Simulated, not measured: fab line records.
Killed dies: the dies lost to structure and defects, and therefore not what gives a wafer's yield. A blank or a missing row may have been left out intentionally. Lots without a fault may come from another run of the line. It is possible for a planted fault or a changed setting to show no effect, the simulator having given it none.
Chamber matching | flow n5 finfet | N5_FIN_CUT_STRIP_24 on rie diel-02 has 4 sister chambers
The step strips in CF4. 20 wafers are shown with their chamber, then 10 later ones without.

== WAFERS WITH THEIR CHAMBER ==
wafer  | chamber | drypump motor current A (A) | showerhead plenum p Torr (Torr) | throttle valve pct (%)
L075.2 | 1       | 6.4                         | 1.76                            | 13.65
L075.4 | 0       | 5.0                         | 1.86                            | 13.42
L075.5 | 3       | 6.0                         | 1.74                            | 13.67
L076.3 | 3       | 6.0                         | 1.74                            | 13.64
L076.4 | 1       | 6.4                         | 1.76                            | 13.64
L076.5 | 2       | 5.6                         | 1.86                            | 13.38
L079.1 | 2       | 5.6                         | 1.86                            | 13.38
L079.2 | 3       | 6.0                         | 1.74                            | 13.67
L079.3 | 0       | 5.0                         | 1.86                            | 13.40
L080.1 | 3       | 6.0                         | 1.74                            | 13.67
L080.2 | 2       | 5.5                         | 1.86                            | 13.40
L080.4 | 1       | 6.4                         | 1.75                            | 13.68
L081.2 | 0       | 5.0                         | 1.86                            | 13.43
L081.3 | 2       | 5.6                         | 1.86                            | 13.41
L081.4 | 3       | 6.0                         | 1.74                            | 13.68
L082.3 | 2       | 5.6                         | 1.86                            | 13.39
L082.5 | 1       | 6.4                         | 1.75                            | 13.67
L082.6 | 0       | 5.0                         | 1.86                            | 13.45
L090.4 | 3       | 6.0                         | 1.74                            | 13.70
L090.5 | 0       | 5.0                         | 1.85                            | 13.46

SIGNATURES (means of the wafers above)
reading                  | chamber 0 | chamber 1 | chamber 2 | chamber 3 | scatter within a chamber
drypump motor current A  | 5.000     | 6.400     | 5.580     | 6.000     | 0.0224
showerhead plenum p Torr | 1.8580    | 1.7550    | 1.8600    | 1.7400    | 0.00335
throttle valve pct       | 13.4320   | 13.6600   | 13.3920   | 13.6717   | 0.0191
Rule: a wafer lies at a distance from a chamber equal to the root of the sum of squares, over the readings, of (its reading less the chamber's mean, divided by the reading's scatter). The wafer belongs to the nearest chamber; if the next one is less than 2 further off, it can't be placed. The scatter is the square root of a quotient: the sum, over the shown wafers, of each reading's squared deviation from its chamber's mean, divided by wafers minus chambers.

== WAFERS WITH NO CHAMBER GIVEN ==
wafer  | drypump motor current A (A) | showerhead plenum p Torr (Torr) | throttle valve pct (%)
L090.6 | 6.0                         | 1.74                            | 13.70
L093.1 | 6.4                         | 1.75                            | 13.71
L093.2 | 5.0                         | 1.85                            | 13.49
L093.6 | 5.0                         | 1.85                            | 13.48
L096.1 | 5.0                         | 1.85                            | 13.48
L096.2 | 5.6                         | 1.85                            | 13.45
L096.4 | 6.0                         | 1.73                            | 13.74
L097.1 | 6.0                         | 1.73                            | 13.74
L097.2 | 5.0                         | 1.85                            | 13.50
L097.4 | 5.6                         | 1.85                            | 13.43

== EACH ONE'S CHAMBER ==
wafer  | from the rows above | in truth
L090.6 | 3                   | 3
L093.1 | 1                   | 1
L093.2 | 0                   | 0
L093.6 | 0                   | 0
L096.1 | 0                   | 0
L096.2 | 2                   | 2
L096.4 | 3                   | 3
L097.1 | 3                   | 3
L097.2 | 0                   | 0
L097.4 | 2                   | 2
Placed correctly: 10 of 10. Left unplaced by these rows: 0. Placed wrongly: 0.
